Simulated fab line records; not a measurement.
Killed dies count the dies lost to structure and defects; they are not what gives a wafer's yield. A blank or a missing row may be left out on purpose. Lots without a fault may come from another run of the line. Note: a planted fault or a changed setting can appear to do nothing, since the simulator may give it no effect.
2 desks looking at one fault | flow n5_finfet | each desk has only its own numbers; what lay behind them comes last

THE TOOL OWNER'S DESK: cmp-04
The tool's own readings at N5_MOL_CONTACT_COAG_CMP_23 (polishes, stops on SiO2, t overpolish 1.5 s, target thk 0 nm): means of the sampled wafers that have a number, for each lot that ran on this tool. Any lot whose mean is over 4 standard deviations away from the usual mean is out of limits and marked OUT; that distance is given in the brackets.
Columns: A = head_pressure_psi at N5_MOL_CONTACT_COAG_CMP_23, usual 1.999 psi; B = motor_current_A at N5_MOL_CONTACT_COAG_CMP_23, usual 8.4 A; C = overpolish_run_s at N5_MOL_CONTACT_COAG_CMP_23, usual 1.500 s; D = time_to_endpoint_s at N5_MOL_CONTACT_COAG_CMP_23, usual 9.9 s
lot  | first seen here | A               | B   | C     | D
L947 | day 7 02:38     | 2.153 (+34) OUT | 8.8 | 1.497 | 10.2
L948 | day 7 03:05     | 2.079 (+17) OUT | 8.4 | 1.497 | 9.0
L961 | day 10 11:08    | 1.997           | 8.2 | 1.507 | 10.1
This desk finds L947, L948 out of limits, L947 being first, at day 7 02:38 (head_pressure_psi at N5_MOL_CONTACT_COAG_CMP_23). L961: within limits.

METROLOGY DESK
Means of the sampled wafers that have a number, per lot and without regard to the tool the lot ran on: this is what the gauges read. Any lot whose mean is over 4 standard deviations away from the usual mean is out of limits and marked OUT; that distance is given in the brackets. Only the readings that lie furthest out on some lot appear, 7 of the 10 it has.
Columns: A = DIBL_N at N5_BEOL_M4_RC_MEAS_101, usual 36.1 mV/V; B = DIBL_P at N5_BEOL_M4_RC_MEAS_101, usual 36 mV/V; C = IOFF_P at N5_BEOL_M4_RC_MEAS_101, usual 0.20 nA/um; D = ION_P at N5_BEOL_M4_RC_MEAS_101, usual 462 uA/um; E = SS_N at N5_BEOL_M4_RC_MEAS_101, usual 71.6 mV/dec; F = SS_P at N5_BEOL_M4_RC_MEAS_101, usual 73.2 mV/dec; G = VT_P at N5_BEOL_M4_RC_MEAS_101, usual -252 mV
lot  | first seen here | A    | B  | C    | D   | E    | F    | G
L948 | day 11 16:29    | 37.9 | 37 | 0.19 | 457 | 72.2 | 73.7 | -253
L947 | day 11 23:04    | 35.5 | 36 | 0.20 | 466 | 71.1 | 73.2 | -251
L962 | day 14 08:19    | 35.1 | 34 | 0.19 | 464 | 70.9 | 72.9 | -250
L961 | day 15 02:35    | 36.9 | 37 | 0.24 | 469 | 72.0 | 73.4 | -249
This desk's finding: nothing out of limits on any of the 4 lots.

ALL TOGETHER
An alarm could have come from the tool owner's desk at day 7 02:38, on L947, L948.
Metrology desk: nothing out of limits seen.
The metrology desk holds a record of L947, L948, inside its limits.
The lots listed all ran N5_MOL_CONTACT_COAG_CMP_23 on cmp-04.

WHAT HAD BEEN PUT IN BY THE SIMULATOR
cmp-04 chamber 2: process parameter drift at N5_MOL_CONTACT_COAG_CMP_23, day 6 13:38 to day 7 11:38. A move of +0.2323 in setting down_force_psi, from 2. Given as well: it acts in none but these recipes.
Shown lots that were struck: L947, L948.
Time in hours from fault onset to the first out-of-limits reading at each desk: the tool owner's desk, 13.
